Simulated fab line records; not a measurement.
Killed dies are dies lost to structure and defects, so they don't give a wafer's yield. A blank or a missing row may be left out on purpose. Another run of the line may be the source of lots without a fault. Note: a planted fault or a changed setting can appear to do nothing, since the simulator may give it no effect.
Which tool did it? + flow n5Finfet + 11 lots, 33 wafers sampled, at 1 step of a route of 1938

== WHAT THE GAUGES READ, wafer by wafer ==
N5_BEOL_M8_THK_MEAS_01.
| lot  | measured     | on           | M8_ILD_THK (nm)   |
|------|--------------|--------------|-------------------|
| L076 | day 9 18:35  | filmMetro-02 | 150.6 153.5 155.6 |
| L077 | day 10 02:15 | filmMetro-02 | 153.3 153.8 154.2 |
| L079 | day 10 17:05 | filmMetro-02 | 151.5 157.5 157.8 |
| L081 | day 11 09:42 | filmMetro-01 | 152.5 151.6 155.2 |
| L084 | day 11 20:58 | filmMetro-02 | 153.3 152.7 152.5 |
| L085 | day 12 19:25 | filmMetro-02 | 153.6 154.5 154.9 |
| L087 | day 12 22:32 | filmMetro-02 | 156.3 155.4 157.0 |
| L090 | day 13 03:58 | filmMetro-02 | 154.8 157.8 154.9 |
| L092 | day 14 01:31 | filmMetro-02 | 152.5 152.0 154.6 |
| L093 | day 14 08:23 | filmMetro-01 | 157.1 155.4 157.6 |
| L096 | day 15 04:45 | filmMetro-02 | 153.9 156.8 156.0 |

== EACH LOT AND THE TOOL THAT RAN IT (in order: tool; ch and the chambers of the sampled wafers; start) ==
No process step before these readings appears in the record.

== THE ANSWER, worked out from the rows above alone ==
Rule: usual is defined by the lots themselves. Put in order of their means at a reading, lots are off if they are a third of the lots or fewer, leave a main group of 4 or more, and stand apart from it by a gap of 3 or more times the standard deviation of the main group's means; of several such gaps the widest counts. A main group whose means are all the same, to the digits that the tables above print for the reading, isn't used. A lot without any number at a reading at which 4 lots or more have one is off too. Where the step has rows for the other lots, those lots are counted as sound.
No lot is off at any reading shown: from this, nothing can be told.

== WHAT THE SIMULATOR PUT IN ==
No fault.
